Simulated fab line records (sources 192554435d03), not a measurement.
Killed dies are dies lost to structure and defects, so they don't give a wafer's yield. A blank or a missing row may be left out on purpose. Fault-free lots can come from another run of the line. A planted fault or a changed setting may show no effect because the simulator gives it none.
3 desks looking at one fault    flow n5Finfet    only its own numbers are on each desk; what lay behind them is given at the end

== THE DEFECT DESK ==
Per lot, the means of the sampled wafers with a number show what the inspections along the route counted. The brackets show how far a lot's mean lies from the usual mean; more than 4 standard deviations puts the lot out of limits, marked OUT.
Columns: A = rawDefectCount at N5_PASSIVATION_INSPECT_67, usual 2.2
lot   first seen here  A
L256  day 13 11:13     2.3
L259  day 13 15:20     1.7
L262  day 14 14:58     3.7
L269  day 16 23:17     3.3
L276  day 18 06:51     2.5
L277  day 18 14:25     3.0
L278  day 18 18:51     2.3
Finding of this desk: none of the 7 lots has anything out of limits.

== THE TOOL OWNER'S DESK: rieDiel-01 ==
The tool's own readings at N5_PASSIVATION_ETCH_54 (etches SiO2 in CHF3/O2, target depth 880 nm, time 440 s): means of the sampled wafers that have a number, for each lot that ran on this tool. The brackets show how far a lot's mean lies from the usual mean; more than 4 standard deviations puts the lot out of limits, marked OUT.
Columns: A = drypumpMotorCurrentA at N5_PASSIVATION_ETCH_54, usual 5.7 A; B = oes_f_703_au at N5_PASSIVATION_ETCH_54, usual 0.81 a.u.; C = oesProductAu at N5_PASSIVATION_ETCH_54, usual 0.81 a.u.; D = rfVppV at N5_PASSIVATION_ETCH_54, usual 523 V; E = showerheadPlenumPTorr at N5_PASSIVATION_ETCH_54, usual 2.46 Torr; F = throttleValvePct at N5_PASSIVATION_ETCH_54, usual 18.70 %
lot   first seen here  A    B     C     D    E     F
L256  day 13 11:31     6.1  0.79  0.79  520  2.53  18.64
L259  day 13 15:46     5.9  0.75  0.75  524  2.51  18.70
L269  day 16 23:40     6.1  0.82  0.82  531  2.46  18.60
L276  day 18 07:10     5.8  0.73  0.76  525  2.50  18.76
L277  day 18 14:43     6.0  0.78  0.83  518  2.52  18.67
Finding of this desk: none of the 5 lots has anything out of limits.

== FROM THE METROLOGY DESK ==
Lot by lot, what the gauges showed, no matter which tool ran the lot: averages of those sampled wafers that carry a number. The brackets show how far a lot's mean lies from the usual mean; more than 4 standard deviations puts the lot out of limits, marked OUT.
Columns: A = cdNm at N5_PASSIVATION_CD_MEAS_44, usual 40001 nm; B = PASS_OPEN_OVL at N5_PASSIVATION_OVL_MEAS_66, usual -1 nm
lot   first seen here  A      B
L256  day 13 11:10     39998  4
L259  day 13 15:17     39997  -2
L262  day 14 14:55     40002  2
L269  day 16 23:14     40004  -6
L276  day 18 06:47     40001  4
L277  day 18 14:22     40000  6
L278  day 18 18:48     40001  3
Finding of this desk: none of the 7 lots has anything out of limits.

== PUT TOGETHER ==
Nothing out of limits was seen by the defect desk.
Nothing out of limits was seen by the tool owner's desk.
At the metrology desk, nothing out of limits was observed.

== WHAT HAD BEEN PUT IN BY THE SIMULATOR ==
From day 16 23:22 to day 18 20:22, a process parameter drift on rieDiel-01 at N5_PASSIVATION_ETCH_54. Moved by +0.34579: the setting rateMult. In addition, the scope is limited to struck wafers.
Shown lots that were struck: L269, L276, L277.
